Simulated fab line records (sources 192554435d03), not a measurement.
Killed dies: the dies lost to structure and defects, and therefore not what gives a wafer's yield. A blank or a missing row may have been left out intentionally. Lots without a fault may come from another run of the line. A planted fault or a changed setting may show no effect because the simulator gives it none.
fab line records	flow n5Finfet
[record] lots = 11	wafers = 32	lastDay = 17
route steps=1938 shown HKMG_FIN@456 BEOL_M4@1111 PASSIVATION@1936
lots with no fault: from the same line, run without faults
startH: hours from the record's first day to the start of the lot's first wafer shown	waitH: hours since the lot's step before	" the same as in the row above	L1.1+2: several wafers, shown together as one row	- no value present, or no start provided	* or withheld: withheld	< > ~ a bound
route shown NAME@n: NAME is a module with steps in the file, n the number in the route of the first one	usual: mean/standard deviation of fault-free wafers	same: alike in all rows	chamber/n: place in a boat	sites: readings site by site	_std_site: their standard deviation	_edge_site: the outer-site mean with the inner-site mean subtracted	radiusMm: for every site, how far away it sits from the centre of the wafer	mask NAME#n: copy n	behind: tool/chamber where the wafer was last shaped	hold: why the lot went on hold/how many hours it stayed there/how the hold came to an end	device: names the non-switching transistor (n, p or np)	end of line: at the end of the route, the tests of the same wafers	a step given without rows: its recipe and nothing more	killed: dies that structure and defects cost at the first sort, which is not the same as the wafer's yield	map: dies across one wafer; x = killed, . = not, _ = none there
set.NAME: the run value of the setting; set.NAME@STEP: its run value at that earlier step	model.NAME: the simulator's own value behind a step, which no gauge read
steps of the route over a sample of lots; a table a step, a row a wafer
services: when a tool's chamber went out of use (startH, in hours from the record's first day, below 0 if earlier), for how many hours, and the reason
[[steps]]
[step N5_HKMG_FIN_ALD_21]
[recipe] material = TiN	targetThkA = 15	tempC = 400	aldPrecursorFamily = TiCl4	aldCoReactant = NH3	pulseTimeS = 1	purgeTimeS = 3	coReactantPurgeTimeS = 2	coReactantPulseTimeS = 2	aldCycles = 68	pressureTorr = 3
[usual] aldCycles = 68/0	chamberPressureTorr = 3.000/0.0068	heaterPowerW = 911/130	precursorPulseHeightRel = 1.000/0.019
lot.wafer	tool	chamber	startH	waitH	aldCycles	chamberPressureTorr	heaterPowerW	precursorPulseHeightRel
L823.2	aldMetal-04	0	81.26	0.3	68	2.993	971	0.983
L823.4	"	1	"	"	68	2.997	925	0.996
L823.5	"	0	"	"	68	2.994	1003	0.987
L824.1	aldMetal-04	0	83.17	0.3	68	2.997	979	0.992
L824.2	"	2	"	"	68	2.994	1070	0.993
L824.5	"	2	"	"	68	2.987	1077	1.012
L827.2	aldMetal-03	0	103.19	0.3	68	2.999	1058	0.992
L827.3	"	1	"	"	68	2.994	847	0.997
L827.4	"	3	"	"	68	3.005	826	0.973
L829.3	aldMetal-03	1	117.17	0.1	68	3.001	842	0.975
L829.4	"	3	"	"	68	3.010	831	0.996
L829.6	"	0	"	"	68	2.998	1060	1.000
L831.2	aldMetal-04	1	124.00	0.3	68	2.998	940	1.006
L831.3	"	0	"	"	68	2.990	988	1.005
L833.2	aldMetal-03	2	137.77	0.3	68	3.002	806	1.009
L833.3	"	1	"	"	68	2.993	864	0.998
L833.4	"	0	"	"	68	3.000	1070	0.986
L835.1	aldMetal-03	2	154.96	0.3	68	3.004	807	0.979
L835.2	"	1	"	"	68	2.993	858	0.994
L835.6	"	0	"	"	68	3.008	1076	1.018
L837.2	aldMetal-01	3	164.02	0.3	68	2.997	694	0.983
L837.5	"	1	"	"	68	3.006	1179	0.992
L837.6	"	0	"	"	68	3.004	732	0.990
L836.1	aldMetal-03	2	164.75	0.3	-	-	-	-
L836.2	"	3	"	"	-	-	-	-
L836.4	"	1	"	"	-	-	-	-
L838.1	aldMetal-04	3	177.08	0.3	-	-	-	-
L838.4	"	2	"	"	-	-	-	-
L838.6	"	2	"	"	-	-	-	-
L846.3	aldMetal-01	1	218.26	0.1	68	2.993	1193	1.000
L846.5	"	0	"	"	68	3.013	738	1.017
L846.6	"	1	"	"	68	3.001	1206	0.974
[step N5_HKMG_FIN_ALD_72]
[recipe] material = W	targetThkA = 20	tempC = 300	pressureTorr = 7.5	aldPrecursorFamily = WF6	aldCoReactant = B2H6	pulseTimeS = 1	purgeTimeS = 2	coReactantPurgeTimeS = 2	coReactantPulseTimeS = 3	aldCycles = 7
[usual] chamberPressureTorr = 7.501/0.016	heaterPowerW = 535/91	precursorPulseHeightRel = 1.000/0.018
[same] aldCycles = 7
lot.wafer	tool	chamber	startH	waitH	chamberPressureTorr	heaterPowerW	precursorPulseHeightRel
L823.2	cvdW-01	0	81.62	0.2	7.517	468	1.005
L823.4	"	1	"	"	7.514	646	0.996
L823.5	"	0	"	"	7.490	468	0.998
L824.1	cvdW-01	1	83.53	0.2	7.490	637	1.006
L824.2	"	0	"	"	7.503	473	1.017
L824.5	"	1	"	"	7.491	652	0.971
L827.2	cvdW-02	1	103.55	0.2	7.504	402	1.003
L827.3	"	1	"	"	7.503	405	0.990
L827.4	"	0	"	"	7.506	533	1.004
L829.3	cvdW-01	0	117.55	0.2	7.522	464	1.014
L829.4	"	1	"	"	7.489	631	0.973
L829.6	"	1	"	"	7.468	632	0.982
L831.2	cvdW-01	1	124.36	0.2	7.487	624	0.999
L831.3	"	0	"	"	7.521	476	1.003
L833.2	cvdW-01	0	138.14	0.2	7.508	466	0.995
L833.3	"	1	"	"	7.497	640	0.992
L833.4	"	0	"	"	7.502	473	1.010
L835.1	cvdW-01	0	155.32	0.2	7.508	469	1.000
L835.2	"	1	"	"	7.498	654	0.969
L835.6	"	0	"	"	7.499	468	0.977
L837.2	cvdW-01	0	164.38	0.2	7.516	472	1.021
L837.5	"	1	"	"	7.508	643	0.988
L837.6	"	0	"	"	7.528	461	0.995
L836.1	cvdW-02	0	165.11	0.2	7.479	547	1.007
L836.2	"	1	"	"	7.486	408	1.022
L836.4	"	1	"	"	7.498	405	0.986
L838.1	cvdW-02	0	177.44	0.2	7.499	527	0.980
L838.4	"	1	"	"	7.500	400	0.990
L838.6	"	0	"	"	7.501	543	1.014
L846.3	cvdW-01	1	218.64	0.2	7.486	632	0.994
L846.5	"	0	"	"	7.479	476	0.957
L846.6	"	1	"	"	7.503	638	0.996
[step N5_HKMG_FIN_W_FILL_22]
[recipe] material = W	targetThkA = 600	tempC = 400	pressureTorr = 39.4	timeS = 18.2
[usual] heaterPowerW = 961/160	throttleValvePct = 20.8/1.7
lot.wafer	tool	chamber	startH	waitH	heaterPowerW	throttleValvePct
L823.2	cvdW-01	0	81.69	0.0	850	22.6
L823.4	"	1	"	"	1154	20.5
L823.5	"	0	"	"	832	22.7
L824.1	cvdW-01	1	83.59	0.0	1142	20.6
L824.2	"	0	"	"	839	22.7
L824.5	"	1	"	"	1179	20.3
L827.2	cvdW-02	1	103.62	0.0	738	18.0
L827.3	"	1	"	"	700	18.3
L827.4	"	0	"	"	952	19.0
L829.3	cvdW-01	0	117.60	0.0	832	22.7
L829.4	"	1	"	"	1164	20.5
L829.6	"	1	"	"	1146	20.4
L831.2	cvdW-01	1	124.43	0.0	1176	20.5
L831.3	"	0	"	"	838	22.8
L833.2	cvdW-01	0	138.21	0.0	838	22.9
L833.3	"	1	"	"	1166	20.6
L833.4	"	0	"	"	850	22.9
L835.1	cvdW-01	0	155.38	0.0	850	23.2
L835.2	"	1	"	"	1138	20.4
L835.6	"	0	"	"	865	22.9
L837.2	cvdW-01	0	164.44	0.0	831	22.9
L837.5	"	1	"	"	1158	20.5
L837.6	"	0	"	"	846	23.3
L836.1	cvdW-02	0	165.17	0.0	969	19.4
L836.2	"	1	"	"	708	18.4
L836.4	"	1	"	"	725	18.3
L838.1	cvdW-02	0	177.50	0.0	930	18.9
L838.4	"	1	"	"	728	18.5
L838.6	"	0	"	"	956	19.3
L846.3	cvdW-01	1	218.69	0.0	1174	20.9
L846.5	"	0	"	"	863	23.3
L846.6	"	1	"	"	1115	20.4
[step N5_HKMG_FIN_CMP_94]
[recipe] stopOn = SiNx	postCmpClean = wDiluteNh4oh	tOverpolishS = 4.7	downForcePsi = 4	platenRpm = 50.289	padVelocityMS = 1.0006	targetThkNm = 43.299
[usual] headPressurePsi = 3.999/0.008	motorCurrentA = 12.7/1.2
[same] tOverpolishS = 4.7
lot.wafer	tool	chamber	startH	waitH	headPressurePsi	motorCurrentA
L823.2	cmp-02	1	82.33	0.3	3.996	12.2
L823.4	"	2	"	"	3.977	14.7
L823.5	"	3	"	"	3.997	10.7
L824.1	cmp-02	2	84.18	0.4	3.998	14.1
L824.2	"	0	"	"	4.015	12.3
L824.5	"	2	"	"	3.996	14.2
L827.3	cmp-02	1	104.20	0.4	4.006	12.2
L827.4	"	3	"	"	3.996	10.3
L827.2	"	0	"	"	3.991	11.7
L829.3	cmp-01	0	118.18	0.4	3.989	13.0
L829.4	"	1	"	"	4.013	11.4
L829.6	"	0	"	"	3.987	14.0
L831.3	cmp-02	3	125.04	0.3	3.992	10.5
L831.2	"	1	"	"	3.991	12.2
L833.3	cmp-01	1	138.87	0.3	3.984	11.1
L833.4	"	2	"	"	4.011	13.2
L833.2	"	3	"	"	4.012	13.4
L835.1	cmp-01	0	156.18	0.3	4.003	13.4
L835.2	"	1	"	"	3.991	11.2
L835.6	"	3	"	"	3.997	12.6
L837.2	cmp-03	2	165.04	0.4	3.989	13.5
L837.5	"	2	"	"	3.996	13.0
L837.6	"	3	"	"	3.995	14.1
L836.1	cmp-03	3	165.76	0.4	4.004	13.1
L836.4	"	0	"	"	4.000	14.4
L836.2	"	2	"	"	3.997	12.5
L838.4	cmp-02	1	178.12	0.3	3.984	12.4
L838.1	"	3	"	"	4.001	10.4
L838.6	"	0	"	"	4.000	11.7
L846.3	cmp-01	3	219.30	0.3	3.995	12.9
L846.6	"	2	"	"	4.006	13.3
L846.5	"	3	"	"	3.996	12.4
[step N5_BEOL_M4_RC_MEAS_101]
[usual] DIBL_N = 36.1/2	DIBL_P = 36.3/2.4	IOFF_N = 0.15/0.035	IOFF_P = 0.21/0.039	ION_N = 672/15	ION_P = 463/9.7	SS_N = 71.5/0.7	SS_P = 73.2/0.75	VT_N = 251/3.6	VT_P = -250/3.8
lot.wafer	tool	chamber	startH	waitH	DIBL_N[mV/V]	DIBL_P[mV/V]	IOFF_N[nA/um]	IOFF_P[nA/um]	ION_N[uA/um]	ION_P[uA/um]	SS_N[mV/dec]	SS_P[mV/dec]	VT_N[mV]	VT_P[mV]
L824.1	prober-02	0	174.00	0.0	39.4	40.9	0.23	0.26	693	469	72.7	73.6	245	-249
L824.2	"	0	"	"	36.0	36.5	0.15	0.19	689	470	71.2	72.8	248	-252
L824.5	"	0	"	"	39.1	40.4	0.22	0.26	707	475	72.4	74.9	247	-249
L823.2	prober-01	0	174.42	0.2	33.8	33.2	0.12	0.18	676	466	70.3	72.8	255	-252
L823.4	"	0	"	"	35.8	36.5	0.14	0.22	670	468	71.2	73.4	252	-247
L823.5	"	0	"	"	36.9	37.2	0.15	0.24	669	466	71.5	73.8	253	-248
L827.2	prober-01	0	196.05	0.2	34.1	36.1	0.14	0.20	670	461	71.1	72.7	248	-250
L827.3	"	0	"	"	37.2	39.6	0.17	0.26	664	463	71.7	73.7	250	-250
L827.4	"	0	"	"	35.7	36.1	0.15	0.19	660	458	72.0	72.8	251	-252
L829.3	prober-02	0	206.71	0.3	39.7	39.7	0.20	0.22	671	456	72.8	74.2	247	-252
L829.4	"	0	"	"	37.9	38.4	0.16	0.20	676	462	72.7	73.3	250	-257
L829.6	"	0	"	"	37.7	38.9	0.17	0.20	669	453	72.5	73.7	249	-253
L831.2	prober-02	0	214.70	0.3	35.3	35.3	0.12	0.18	657	461	71.7	73.2	255	-255
L831.3	"	0	"	"	35.2	34.5	0.12	0.16	653	458	71.4	73.0	254	-257
L833.2	prober-01	0	221.44	0.2	34.6	34.5	0.12	0.15	653	442	72.0	72.8	256	-254
L833.3	"	0	"	"	36.7	38.1	0.17	0.21	671	457	72.0	73.1	248	-253
L833.4	"	0	"	"	38.2	38.4	0.17	0.20	670	453	71.8	73.3	253	-254
L835.1	prober-01	0	246.02	0.0	36.2	35.9	0.16	0.22	670	471	71.7	73.3	251	-246
L835.2	"	0	"	"	38.2	37.9	0.21	0.26	703	478	71.6	73.4	245	-245
L835.6	"	0	"	"	35.7	34.8	0.16	0.21	683	461	71.2	72.6	249	-251
L837.2	prober-02	0	252.43	0.2	37.0	37.2	0.17	0.24	696	474	71.3	72.7	247	-248
L837.5	"	0	"	"	34.1	33.6	0.12	0.17	655	457	70.9	72.2	253	-253
L837.6	"	0	"	"	35.9	35.8	0.15	0.21	687	474	70.9	73.0	252	-252
L846.3	prober-02	0	306.90	0.3	37.6	36.7	0.17	0.24	673	467	71.1	74.5	249	-247
L846.5	"	0	"	"	35.1	33.4	0.13	0.19	661	461	70.7	72.1	252	-249
L846.6	"	0	"	"	38.3	38.3	0.19	0.27	701	481	71.2	73.5	247	-243
[step N5_PASSIVATION_PROBE_49]
[usual] defectLimitedYield = 91.1/1.6	killed_at_M0_to_M3 = 35/11	killed_at_M4_up = 13/5.4	killedAtContacts = 13/6.5	killedAtFrontEnd = 40/14	killedAtOther = 4/3.1	killedDies = 105/18	killedOnRim = 14/4.1	killedOpen = 69/14	killedShort = 34/7.3	sort_bin_5_function = 5.2/0.96	sort_bin_6_memory = 3.4/0.77	sort_bin_8_speed = 0.02/0.13	sortNPass = 1075/19
[same] grossDies = 1180	killedAtBackSide = 0	sort_bin_4_leakage[%] = 0
lot.wafer	tool	chamber	startH	waitH	defectLimitedYield[%]	killed_at_M0_to_M3	killed_at_M4_up	killedAtContacts	killedAtFrontEnd	killedAtOther	killedDies	killedOnRim	killedOpen	killedShort	sort_bin_5_function[%]	sort_bin_6_memory[%]	sort_bin_8_speed[%]	sortNPass
L824.1	prober-02	-	285.32	0.1	90.0	53	21	13	28	3	118	12	87	30	5.4	4.4	0	1062
L824.2	prober-02	-	285.37	0.2	90.4	43	16	7	43	4	113	18	70	41	5.5	3.9	0	1067
L824.5	prober-02	-	285.52	0.3	90.8	57	5	8	36	3	109	17	72	35	5.1	3.8	0	1071
L823.2	prober-01	-	289.68	0.1	90.3	58	13	9	32	3	115	25	66	45	5.3	4.0	0	1065
L823.4	prober-01	-	289.78	0.2	91.7	35	16	7	32	8	98	14	60	37	5.3	2.9	0	1082
L823.5	prober-01	-	289.83	0.2	92.1	20	11	11	46	5	93	15	57	29	4.7	2.6	0	1087
L827.2	prober-02	-	303.55	0.1	93.2	32	18	2	27	1	80	4	53	26	3.2	3.3	0	1100
L827.3	prober-02	-	303.60	0.1	93.7	37	8	2	26	1	74	11	42	32	3.4	2.8	0	1106
L827.4	prober-02	-	303.65	0.2	88.9	49	11	12	55	4	131	16	97	33	6.0	4.8	0	1049
L831.2	prober-02	-	313.56	0.1	91.1	39	4	6	51	5	105	10	67	35	4.9	3.6	0	1075
L831.3	prober-02	-	313.61	0.1	90.0	40	3	17	46	12	118	12	73	45	6.0	3.6	0	1062
L829.3	prober-02	-	314.05	0.1	90.8	35	14	17	39	3	108	12	72	36	5.3	3.6	0	1072
L829.4	prober-02	-	314.10	0.2	90.8	42	12	14	35	6	109	20	71	30	5.0	3.3	0	1071
L829.6	prober-02	-	314.20	0.3	91.1	31	9	26	38	1	105	7	74	30	5.7	3.1	0	1075
L833.2	prober-01	-	328.54	0.1	89.6	51	16	12	39	5	123	16	79	41	6.4	4.0	0	1057
L833.3	prober-01	-	328.59	0.1	88.4	45	25	14	39	14	137	16	86	48	5.5	5.3	0	1043
L833.4	prober-01	-	328.64	0.2	90.3	25	27	21	39	3	115	21	78	36	5.6	3.6	0	1065
L835.1	prober-02	-	357.20	0.0	88.8	35	28	12	50	7	132	20	85	46	6.3	4.7	0	1048
L835.2	prober-02	-	357.25	0.1	88.5	36	23	20	52	5	136	23	86	48	6.4	5.0	0	1044
L835.6	prober-02	-	357.45	0.3	90.6	19	25	15	50	2	111	14	65	43	5.9	3.1	0	1069
L837.2	prober-02	-	364.03	0.1	90.0	31	9	25	48	5	118	9	82	35	5.5	4.4	0	1062
L837.5	prober-02	-	364.18	0.2	91.1	29	9	24	38	5	105	17	65	37	4.9	3.2	0	1075
L837.6	prober-02	-	364.23	0.3	90.6	29	8	33	39	2	111	17	78	33	6.5	2.7	0	1069
L836.1	prober-02	-	367.88	0.0	0	44	15	9	1104	8	1180	152	75	26	96.4	3.2	0	0
L836.2	prober-02	-	367.93	0.1	0	46	20	11	1098	5	1180	152	99	38	94.6	5.0	0	0
L836.4	prober-02	-	368.03	0.2	0	45	13	3	1114	5	1180	152	63	32	97.0	2.7	0	0
L838.1	prober-01	-	369.98	0.0	0	43	16	11	1108	2	1180	152	70	32	96.4	3.5	0	0
L838.4	prober-01	-	370.13	0.2	0	52	13	14	1095	6	1180	152	75	42	95.8	3.6	0	0
L838.6	prober-01	-	370.23	0.3	0	42	10	14	1113	1	1180	152	63	33	96.6	3.1	0	0
// killed by level:class
L824.1 BEOL_M0_SAQP:geometricParticle:open=16 BEOL_M1:geometricParticle:open=14 MOL_CONTACT_COAG:geometricParticle:open=11 BEOL_M4:geometricParticle:open=11 BEOL_M3:geometricParticle:open=6 STI_FIN_REVEAL:geometricParticle:open=5 BEOL_M1:geometricParticle:short=5 BEOL_M0_SAQP:geometricParticle:short=4
L824.2 BEOL_M1:geometricParticle:open=9 BEOL_M0_SAQP:geometricParticle:short=8 MOL_CONTACT_COAG:geometricParticle:open=7 STI_FIN_REVEAL:geometricParticle:open=6 BEOL_M1:geometricParticle:short=6 DUMMY_GATE:geometricParticle:open=5 GATE_CUT:geometricParticle:open=5 GATE_CUT:geometricParticle:short=5
L824.5 BEOL_M0_SAQP:geometricParticle:open=21 BEOL_M0_SAQP:geometricParticle:short=17 BEOL_M2:geometricParticle:open=7 MOL_CONTACT_COAG:geometricParticle:open=6 BEOL_M1:geometricParticle:open=6 STI_FIN_REVEAL:geometricParticle:open=5 GATE_CUT:geometricParticle:open=5 GATE_CUT:geometricParticle:short=5
L823.2 BEOL_M0_SAQP:geometricParticle:open=21 BEOL_M0_SAQP:geometricParticle:short=21 STI_FIN_REVEAL:geometricParticle:open=12 MOL_CONTACT_COAG:geometricParticle:open=6 BEOL_M5:geometricParticle:open=6 GATE_CUT:geometricParticle:short=4 BEOL_M2:geometricParticle:open=4 FIN_SAQP:geometricParticle:short=3
L823.4 BEOL_M0_SAQP:geometricParticle:short=9 MOL_CONTACT_COAG:geometricParticle:open=7 BEOL_M0_SAQP:geometricParticle:open=6 FIN_SAQP:geometricParticle:open=5 FIN_SAQP:geometricParticle:short=5 DUMMY_GATE:geometricParticle:open=5 BEOL_M1:geometricParticle:open=5 BEOL_M3:geometricParticle:open=5
L823.5 STI_FIN_REVEAL:geometricParticle:open=8 MOL_CONTACT_COAG:geometricParticle:open=8 FIN_SAQP:geometricParticle:open=7 BEOL_M4:geometricParticle:open=7 BEOL_M0_SAQP:geometricParticle:open=6 GATE_CUT:geometricParticle:short=5 ILD0:geometricParticle:short=4 BEOL_M3:geometricParticle:open=4
L827.2 BEOL_M4:geometricParticle:open=14 BEOL_M2:geometricParticle:open=10 FIN_SAQP:geometricParticle:short=6 BEOL_M3:geometricParticle:open=5 STARTING-WAFER:geometricParticle:short=5 STI_FIN_REVEAL:geometricParticle:open=4 DUMMY_GATE:geometricParticle:open=4 BEOL_M0_SAQP:geometricParticle:open=4
L827.3 BEOL_M0_SAQP:geometricParticle:short=17 BEOL_M0_SAQP:geometricParticle:open=8 DUMMY_GATE:geometricParticle:open=6 FIN_SAQP:geometricParticle:open=5 STI_FIN_REVEAL:geometricParticle:open=4 BEOL_M4:geometricParticle:open=4 FIN_SAQP:geometricParticle:short=3 BEOL_M2:geometricParticle:open=3
L827.4 STI_FIN_REVEAL:geometricParticle:open=19 BEOL_M0_SAQP:geometricParticle:open=18 MOL_CONTACT_COAG:geometricParticle:open=10 BEOL_M0_SAQP:geometricParticle:short=9 FIN_SAQP:geometricParticle:open=8 BEOL_M2:geometricParticle:open=7 BEOL_M3:geometricParticle:open=7 DUMMY_GATE:geometricParticle:open=6
L831.2 BEOL_M0_SAQP:geometricParticle:open=14 STI_FIN_REVEAL:geometricParticle:open=12 FIN_SAQP:geometricParticle:open=10 BEOL_M0_SAQP:geometricParticle:short=10 FIN_SAQP:geometricParticle:short=8 GATE_CUT:geometricParticle:short=8 BEOL_M3:geometricParticle:open=7 MOL_CONTACT_COAG:geometricParticle:open=5
L831.3 MOL_CONTACT_COAG:geometricParticle:open=11 BEOL_M1:geometricParticle:open=10 GATE_CUT:geometricParticle:short=9 BEOL_M2:geometricParticle:open=8 FIN_SAQP:geometricParticle:open=6 STI_FIN_REVEAL:geometricParticle:open=6 GATE_CUT:geometricParticle:open=6 MOL_CONTACT_COAG:geometricParticle:short=6
L829.3 MOL_CONTACT_COAG:geometricParticle:open=13 STI_FIN_REVEAL:geometricParticle:open=12 BEOL_M2:geometricParticle:open=12 FIN_SAQP:geometricParticle:short=7 BEOL_M1:geometricParticle:open=5 BEOL_M5:geometricParticle:open=5 STI_FIN_REVEAL:geometricParticle:short=4 BEOL_M0_SAQP:geometricParticle:short=4
L829.4 BEOL_M2:geometricParticle:open=16 MOL_CONTACT_COAG:geometricParticle:open=10 STI_FIN_REVEAL:geometricParticle:open=7 BEOL_M0_SAQP:geometricParticle:open=7 HKMG_FIN:areaEtch=7 BEOL_M0_SAQP:geometricParticle:short=5 MOL_CONTACT_COAG:geometricParticle:short=4 BEOL_M2:geometricParticle:short=4
L829.6 MOL_CONTACT_COAG:geometricParticle:open=21 BEOL_M2:geometricParticle:open=11 FIN_SAQP:geometricParticle:open=9 STI_FIN_REVEAL:geometricParticle:open=5 BEOL_M3:geometricParticle:open=5 MOL_CONTACT_COAG:geometricParticle:short=5 STARTING-WAFER:geometricParticle:short=5 GATE_CUT:geometricParticle:open=4
L833.2 BEOL_M3:geometricParticle:open=15 BEOL_M0_SAQP:geometricParticle:open=13 MOL_CONTACT_COAG:geometricParticle:open=10 BEOL_M4:geometricParticle:open=9 BEOL_M0_SAQP:geometricParticle:short=8 GATE_CUT:geometricParticle:short=7 FIN_SAQP:geometricParticle:open=5 FIN_SAQP:geometricParticle:short=5
L833.3 BEOL_M4:geometricParticle:open=15 MOL_CONTACT_COAG:geometricParticle:open=12 FIN_SAQP:geometricParticle:open=11 BEOL_M0_SAQP:geometricParticle:short=9 BEOL_M2:geometricParticle:open=9 BEOL_M3:geometricParticle:open=9 GATE_CUT:geometricParticle:short=7 BEOL_M0_SAQP:geometricParticle:open=7
L833.4 BEOL_M4:geometricParticle:open=17 MOL_CONTACT_COAG:geometricParticle:open=15 BEOL_M3:geometricParticle:open=10 FIN_SAQP:geometricParticle:open=9 MOL_CONTACT_COAG:geometricParticle:short=6 BEOL_M4:geometricParticle:short=6 STI_FIN_REVEAL:geometricParticle:open=5 ILD0:geometricParticle:short=5
L835.1 BEOL_M4:geometricParticle:open=19 FIN_SAQP:geometricParticle:short=12 FIN_SAQP:geometricParticle:open=11 MOL_CONTACT_COAG:geometricParticle:open=10 BEOL_M0_SAQP:geometricParticle:short=8 BEOL_M0_SAQP:geometricParticle:open=7 BEOL_M2:geometricParticle:open=7 STI_FIN_REVEAL:geometricParticle:open=6
L835.2 MOL_CONTACT_COAG:geometricParticle:open=14 BEOL_M4:geometricParticle:open=13 FIN_SAQP:geometricParticle:short=11 BEOL_M0_SAQP:geometricParticle:open=11 GATE_CUT:geometricParticle:short=10 FIN_SAQP:geometricParticle:open=8 BEOL_M2:geometricParticle:open=7 MOL_CONTACT_COAG:geometricParticle:short=6
L835.6 BEOL_M4:geometricParticle:open=18 FIN_SAQP:geometricParticle:short=17 FIN_SAQP:geometricParticle:open=8 GATE_CUT:geometricParticle:short=8 MOL_CONTACT_COAG:geometricParticle:open=8 MOL_CONTACT_COAG:geometricParticle:short=7 BEOL_M1:geometricParticle:open=6 BEOL_M2:geometricParticle:open=5
L837.2 FIN_SAQP:geometricParticle:open=18 MOL_CONTACT_COAG:geometricParticle:open=18 BEOL_M0_SAQP:geometricParticle:open=11 FIN_SAQP:geometricParticle:short=9 BEOL_M2:geometricParticle:open=9 MOL_CONTACT_COAG:geometricParticle:short=7 BEOL_M4:geometricParticle:open=4 STI_FIN_REVEAL:geometricParticle:open=3
L837.5 MOL_CONTACT_COAG:geometricParticle:open=19 BEOL_M0_SAQP:geometricParticle:short=10 FIN_SAQP:geometricParticle:short=9 STI_FIN_REVEAL:geometricParticle:open=8 BEOL_M3:geometricParticle:open=8 BEOL_M4:geometricParticle:open=6 FIN_SAQP:geometricParticle:open=5 MOL_CONTACT_COAG:geometricParticle:short=5
L837.6 MOL_CONTACT_COAG:geometricParticle:open=30 FIN_SAQP:geometricParticle:short=9 BEOL_M0_SAQP:geometricParticle:open=7 GATE_CUT:geometricParticle:open=6 FIN_SAQP:geometricParticle:open=5 BEOL_M2:geometricParticle:open=5 STI_FIN_REVEAL:geometricParticle:open=4 BEOL_M4:geometricParticle:open=4
L836.1 HKMG_FIN:areaAld=1075 BEOL_M1:geometricParticle:open=14 BEOL_M0_SAQP:geometricParticle:open=11 BEOL_M2:geometricParticle:open=8 MOL_CONTACT_COAG:geometricParticle:open=7 BEOL_M4:geometricParticle:open=7 STI_FIN_REVEAL:geometricParticle:open=5 BEOL_M0_SAQP:geometricParticle:short=5
L836.2 HKMG_FIN:areaAld=1037 FIN_SAQP:geometricParticle:open=21 BEOL_M2:geometricParticle:open=14 FIN_SAQP:geometricParticle:short=9 MOL_CONTACT_COAG:geometricParticle:open=9 STI_FIN_REVEAL:geometricParticle:open=8 DUMMY_GATE:geometricParticle:open=8 BEOL_M0_SAQP:geometricParticle:open=8
L836.4 HKMG_FIN:areaAld=1084 BEOL_M0_SAQP:geometricParticle:open=12 BEOL_M1:geometricParticle:open=11 BEOL_M0_SAQP:geometricParticle:short=8 STI_FIN_REVEAL:geometricParticle:open=7 FIN_SAQP:geometricParticle:open=6 GATE_CUT:geometricParticle:short=6 BEOL_M2:geometricParticle:open=6
L838.1 HKMG_FIN:areaAld=1075 BEOL_M0_SAQP:geometricParticle:open=15 BEOL_M1:geometricParticle:open=10 BEOL_M5:geometricParticle:open=8 FIN_SAQP:geometricParticle:short=7 MOL_CONTACT_COAG:geometricParticle:open=7 FIN_SAQP:geometricParticle:open=6 BEOL_M0_SAQP:geometricParticle:short=6
L838.4 HKMG_FIN:areaAld=1061 BEOL_M0_SAQP:geometricParticle:open=14 MOL_CONTACT_COAG:geometricParticle:open=12 BEOL_M0_SAQP:geometricParticle:short=12 BEOL_M2:geometricParticle:open=11 FIN_SAQP:geometricParticle:short=10 BEOL_M3:geometricParticle:open=8 FIN_SAQP:geometricParticle:open=6
L838.6 HKMG_FIN:areaAld=1081 BEOL_M0_SAQP:geometricParticle:short=12 MOL_CONTACT_COAG:geometricParticle:open=11 BEOL_M0_SAQP:geometricParticle:open=10 STI_FIN_REVEAL:geometricParticle:open=8 BEOL_M1:geometricParticle:open=6 BEOL_M3:geometricParticle:open=5 BEOL_M4:geometricParticle:open=5
[[services]]
tool	chamber	startH	hours	kind
cmp-02	-	59.73	6.5	pm
cvdW-01	1	61.01	9.3	repair
cvdW-01	-	74.74	1.2	repair
cmp-01	-	83.26	0.6	repair
cmp-03	-	92.05	2.9	repair
cmp-01	-	101.37	3.6	repair
cmp-02	-	118.29	2.6	repair
cmp-02	-	144.83	5.2	repair
cvdW-02	-	173.33	2.9	repair
cmp-01	-	180.63	0.8	repair
cmp-01	-	190.22	0.7	repair
cvdW-01	0	191.28	10.6	repair
cmp-03	-	192.32	4.0	pm
cmp-03	-	196.32	-	consumableReplace:conditioner
cmp-03	-	196.32	-	consumableReplace:pad
cmp-03	-	216.22	32.0	repair
[[key]]
[firstSign] step = N5_HKMG_FIN_ALD_21	reading = toolRecord	direction = missing
[effect] step = N5_PASSIVATION_PROBE_49	reading = sort_bin_5_function	direction = up	sigmas = 95	usual = 5.2	struck = 96.1
[moreKillsBornAt] N5_HKMG_FIN_ALD_21@aldMetal-04 = 3217	N5_HKMG_FIN_ALD_21@aldMetal-03 = 3196
metAt N5_HKMG_FIN_ALD_21
struckLots L836,L838
laterRowsLeftOut L836.1,L836.2,L836.4,L838.1,L838.4,L838.6
notActingAt N5_HKMG_FIN_ALD_72,N5_HKMG_FIN_W_FILL_22,N5_HKMG_FIN_CMP_94
onsetBetween 154.96 164.75
[fault] kind = skippedStepWhole	tool = aldMetal-03,aldMetal-04	chamber = -	onsetH = 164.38	steps = N5_HKMG_FIN_ALD_21	scope = struckLotsOnly
// laterRowsLeftOut: the simulator's readings of these wafers behind a module that went badly wrong aren't trusted and aren't shown, but for the sort
